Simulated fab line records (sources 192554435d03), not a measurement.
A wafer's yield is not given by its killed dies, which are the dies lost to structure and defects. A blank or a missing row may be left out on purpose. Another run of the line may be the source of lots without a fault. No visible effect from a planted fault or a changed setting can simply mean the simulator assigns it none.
Split-lot study / flow n5Finfet / route with 1938 steps; 7 lots, 21 wafers read

== ABOUT THE SPLIT ==
At N5_BEOL_M2_EXPOSE_08 (exposes mask M2), the setting doseMj was moved away from the recipe's 41.25 on 3 of the 21 wafers read, by -6.7% to +7.5%. This setting was run at the recipe's value on the other wafers.

== FROM THE SPLIT TO THE READING: what the file shows between them, 2 steps ==
- N5_BEOL_M2_PEB_09: peb time 60 s
- N5_BEOL_M2_DEVELOP_10: develop time 30 s

== THE READING ==
cdNm at N5_BEOL_M2_CD_MEAS_11, given in nm (cd target 16.79 nm). Typical for fault-free wafers on this fab line: 16.91 nm, with standard deviation 0.22 nm.

wafer=L074.2; tool, chamber at the split=euvScanner-02, 0; doseMj as run=41.25; against the recipe=recipe; cdNm, nm=16.79; against lot-mates on the recipe=-
wafer=L074.3; tool, chamber at the split=euvScanner-02, 0; doseMj as run=41.25; against the recipe=recipe; cdNm, nm=17.19; against lot-mates on the recipe=-
wafer=L074.4; tool, chamber at the split=euvScanner-02, 0; doseMj as run=41.25; against the recipe=recipe; cdNm, nm=16.78; against lot-mates on the recipe=-
wafer=L079.3; tool, chamber at the split=euvScanner-02, 0; doseMj as run=41.25; against the recipe=recipe; cdNm, nm=16.73; against lot-mates on the recipe=-
wafer=L079.4; tool, chamber at the split=euvScanner-02, 0; doseMj as run=41.25; against the recipe=recipe; cdNm, nm=16.94; against lot-mates on the recipe=-
wafer=L079.5; tool, chamber at the split=euvScanner-02, 0; doseMj as run=41.25; against the recipe=recipe; cdNm, nm=16.64; against lot-mates on the recipe=-
wafer=L081.1; tool, chamber at the split=euvScanner-02, 0; doseMj as run=38.47; against the recipe=-6.7%; cdNm, nm=15.85; against lot-mates on the recipe=-1.14
wafer=L081.3; tool, chamber at the split=euvScanner-02, 0; doseMj as run=41.25; against the recipe=recipe; cdNm, nm=16.99; against lot-mates on the recipe=-
wafer=L081.5; tool, chamber at the split=euvScanner-02, 0; doseMj as run=38.47; against the recipe=-6.7%; cdNm, nm=15.68; against lot-mates on the recipe=-1.31
wafer=L082.1; tool, chamber at the split=euvScanner-02, 0; doseMj as run=41.25; against the recipe=recipe; cdNm, nm=16.71; against lot-mates on the recipe=-
wafer=L082.2; tool, chamber at the split=euvScanner-02, 0; doseMj as run=41.25; against the recipe=recipe; cdNm, nm=16.44; against lot-mates on the recipe=-
wafer=L082.4; tool, chamber at the split=euvScanner-02, 0; doseMj as run=41.25; against the recipe=recipe; cdNm, nm=16.99; against lot-mates on the recipe=-
wafer=L083.2; tool, chamber at the split=euvScanner-01, 0; doseMj as run=41.25; against the recipe=recipe; cdNm, nm=16.91; against lot-mates on the recipe=-
wafer=L083.4; tool, chamber at the split=euvScanner-01, 0; doseMj as run=41.25; against the recipe=recipe; cdNm, nm=17.07; against lot-mates on the recipe=-
wafer=L083.5; tool, chamber at the split=euvScanner-01, 0; doseMj as run=41.25; against the recipe=recipe; cdNm, nm=16.62; against lot-mates on the recipe=-
wafer=L087.2; tool, chamber at the split=euvScanner-02, 0; doseMj as run=41.25; against the recipe=recipe; cdNm, nm=17.21; against lot-mates on the recipe=-
wafer=L087.4; tool, chamber at the split=euvScanner-02, 0; doseMj as run=41.25; against the recipe=recipe; cdNm, nm=16.78; against lot-mates on the recipe=-
wafer=L087.5; tool, chamber at the split=euvScanner-02, 0; doseMj as run=41.25; against the recipe=recipe; cdNm, nm=17.17; against lot-mates on the recipe=-
wafer=L097.1; tool, chamber at the split=euvScanner-02, 0; doseMj as run=41.25; against the recipe=recipe; cdNm, nm=16.98; against lot-mates on the recipe=-
wafer=L097.3; tool, chamber at the split=euvScanner-02, 0; doseMj as run=44.33; against the recipe=+7.5%; cdNm, nm=17.98; against lot-mates on the recipe=+1.03
wafer=L097.6; tool, chamber at the split=euvScanner-02, 0; doseMj as run=41.25; against the recipe=recipe; cdNm, nm=16.92; against lot-mates on the recipe=-

FIT RESULTS
A straight line over all 21 wafers: cdNm changes by +0.158 nm for each +1% of doseMj; r = +0.91; the points scatter about the line by 0.2 nm.
The same after taking each lot's own level away (the mean of its wafers on the recipe; 21 wafers): +0.164 nm for each +1%; r = +0.93; scatter 0.18 nm.
The reading moves by 1.2 nm for the largest change in doseMj, on that fit.
The lots' own levels span 16.713 to 17.053 nm, that is 1.5 times the standard deviation above.
The two slopes agree, so the slope changes little with the lot-to-lot level.
Check: with one of the wafers moved furthest among these (+7.5%) left out of the fit, the line predicts +1.36 nm for it against its lot-mates. It came out at +1.03 nm against them.

== OTHER SPLITS APPLIED TO THESE WAFERS ==
Other splits were also applied to these wafers ahead of the reading. Each is held against what the fit with the lots' levels taken away leaves over:
other split on the same wafers=N5_MOL_CONTACT_COAG_CVD_140 targetThkA; wafers away from the commonest value=6; r with cdNm (lot level and that fit taken away)=-0.06
other split on the same wafers=N5_BEOL_M0_SAQP_PECVD_03 timeS; wafers away from the commonest value=4; r with cdNm (lot level and that fit taken away)=+0.11
other split on the same wafers=N5_BEOL_M0_ETCH_138 sourceW; wafers away from the commonest value=10; r with cdNm (lot level and that fit taken away)=+0.24
other split on the same wafers=N5_BEOL_M1_COAT_22 spinRpm; wafers away from the commonest value=8; r with cdNm (lot level and that fit taken away)=-0.11

== THE WHOLE CHAIN: every reading that the file lists as answering this split, in the file's order ==
step=N5_BEOL_M2_CD_MEAS_11; what it does=target cd 16.79 nm; reading=cdNm; change (the file's fit)=+0.158 nm for each +1% of the setting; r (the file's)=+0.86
step=N5_BEOL_M2_ETCH_74; what it does=etches underlayer in N2/H2, target depth 6.5 nm, time 5.2 s; reading=BEOL_M2.cdOffsetNm (the simulator's own value, which no gauge read); change (the file's fit)=+0.196 nm for each +1% of the setting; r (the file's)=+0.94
step=N5_BEOL_M2_ETCH_64; what it does=etches SOC in N2/H2, target depth 75 nm, overetch 22.5 nm, time 121.9 s; reading=BEOL_M2.cdOffsetNm (the simulator's own value, which no gauge read); change (the file's fit)=+0.232 nm for each +1% of the setting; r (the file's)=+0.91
step=N5_BEOL_M2_HM_OPEN_17; what it does=chemistry Cl2/BCl3, target TiN, target depth 20 nm, overetch 6 nm; reading=BEOL_M2.cdOffsetNm (the simulator's own value, which no gauge read); change (the file's fit)=+0.245 nm for each +1% of the setting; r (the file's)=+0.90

== FILE'S OWN FIT ==
cdNm changes by +0.158 nm for each +1% of doseMj, r = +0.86.
